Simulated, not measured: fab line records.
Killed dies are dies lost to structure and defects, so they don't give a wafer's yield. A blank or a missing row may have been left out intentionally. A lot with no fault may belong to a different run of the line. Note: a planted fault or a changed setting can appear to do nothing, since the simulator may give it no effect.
Matching of chambers + flow n5_finfet + 4 sister chambers for N5_BEOL_M2_STRIP_19 on rie_diel-04
The step strips in O2. 22 wafers are shown with their chamber, then 11 later ones without.

## WAFERS, EACH WITH ITS CHAMBER
| wafer  | chamber | drypump_motor_current_A (A) | showerhead_plenum_p_Torr (Torr) | oes_product_au (a.u.) |
|--------|---------|-----------------------------|---------------------------------|-----------------------|
| L074.1 | 1       | 5.3                         | 2.03                            | 0.88                  |
| L074.2 | 3       | 6.3                         | 2.17                            | 0.70                  |
| L074.4 | 2       | 5.5                         | 2.08                            | 0.92                  |
| L079.2 | 0       | 4.8                         | 2.15                            | 0.84                  |
| L079.3 | 1       | 5.3                         | 2.02                            | 0.87                  |
| L079.6 | 3       | 6.3                         | 2.17                            | 0.70                  |
| L081.2 | 3       | 6.3                         | 2.17                            | 0.69                  |
| L081.5 | 1       | 5.2                         | 2.02                            | 0.86                  |
| L081.6 | 3       | 6.3                         | 2.17                            | 0.69                  |
| L082.1 | 2       | 5.5                         | 2.08                            | 0.90                  |
| L082.3 | 0       | 4.8                         | 2.14                            | 0.83                  |
| L082.4 | 1       | 5.3                         | 2.02                            | 0.84                  |
| L083.1 | 3       | 6.3                         | 2.17                            | 0.70                  |
| L083.2 | 1       | 5.3                         | 2.02                            | 0.85                  |
| L083.4 | 2       | 5.5                         | 2.08                            | 0.92                  |
| L091.1 | 1       | 5.2                         | 2.01                            | 0.83                  |
| L091.2 | 2       | 5.5                         | 2.07                            | 0.88                  |
| L091.6 | 1       | 5.3                         | 2.01                            | 0.82                  |
| L090.2 | 1       | 5.3                         | 2.01                            | 0.83                  |
| L090.4 | 0       | 4.8                         | 2.14                            | 0.81                  |
| L090.5 | 1       | 5.3                         | 2.01                            | 0.83                  |
| L092.1 | 2       | 5.5                         | 2.07                            | 0.88                  |

SIGNATURES (averages over the wafers above)
| reading                  | chamber 0 | chamber 1 | chamber 2 | chamber 3 | scatter within a chamber |
|--------------------------|-----------|-----------|-----------|-----------|--------------------------|
| drypump_motor_current_A  | 4.800     | 5.278     | 5.500     | 6.300     | 0.0294                   |
| showerhead_plenum_p_Torr | 2.1433    | 2.0167    | 2.0760    | 2.1700    | 0.00571                  |
| oes_product_au           | 0.8267    | 0.8456    | 0.9000    | 0.6960    | 0.0177                   |
Rule: for each reading, subtract the chamber's mean from the wafer's reading, divide by that reading's scatter and square the result; add these up over the readings and take the root, which gives the wafer's distance from the chamber. If the next closest chamber is less than 2 further off than the closest, the wafer can't be placed; otherwise it belongs to the closest. The scatter is the square root of a quotient: the sum, over the shown wafers, of each reading's squared deviation from its chamber's mean, divided by wafers minus chambers.

## WAFERS WITH NO CHAMBER GIVEN
| wafer  | drypump_motor_current_A (A) | showerhead_plenum_p_Torr (Torr) | oes_product_au (a.u.) |
|--------|-----------------------------|---------------------------------|-----------------------|
| L092.4 | 5.3                         | 2.01                            | 0.82                  |
| L092.6 | 5.5                         | 2.07                            | 0.88                  |
| L093.1 | 5.5                         | 2.07                            | 0.87                  |
| L093.3 | 4.8                         | 2.14                            | 0.82                  |
| L093.4 | 5.3                         | 2.01                            | 0.83                  |
| L096.4 | 5.5                         | 2.07                            | 0.86                  |
| L096.5 | 5.3                         | 2.01                            | 0.81                  |
| L096.6 | 5.5                         | 2.07                            | 0.86                  |
| L097.1 | 4.8                         | 2.13                            | 0.80                  |
| L097.4 | 6.3                         | 2.16                            | 0.94                  |
| L097.5 | 4.8                         | 2.13                            | 0.80                  |

## THE CHAMBER EACH PASSED THROUGH
| wafer  | from the rows above | in truth |
|--------|---------------------|----------|
| L092.4 | 1                   | 1        |
| L092.6 | 2                   | 2        |
| L093.1 | 2                   | 2        |
| L093.3 | 0                   | 0        |
| L093.4 | 1                   | 1        |
| L096.4 | 2                   | 2        |
| L096.5 | 1                   | 1        |
| L096.6 | 2                   | 2        |
| L097.1 | 0                   | 0        |
| L097.4 | 3                   | 3        |
| L097.5 | 0                   | 0        |
Correct placement for 11 of the 11. From these rows, 0 cannot be placed. Placed wrongly: 0.
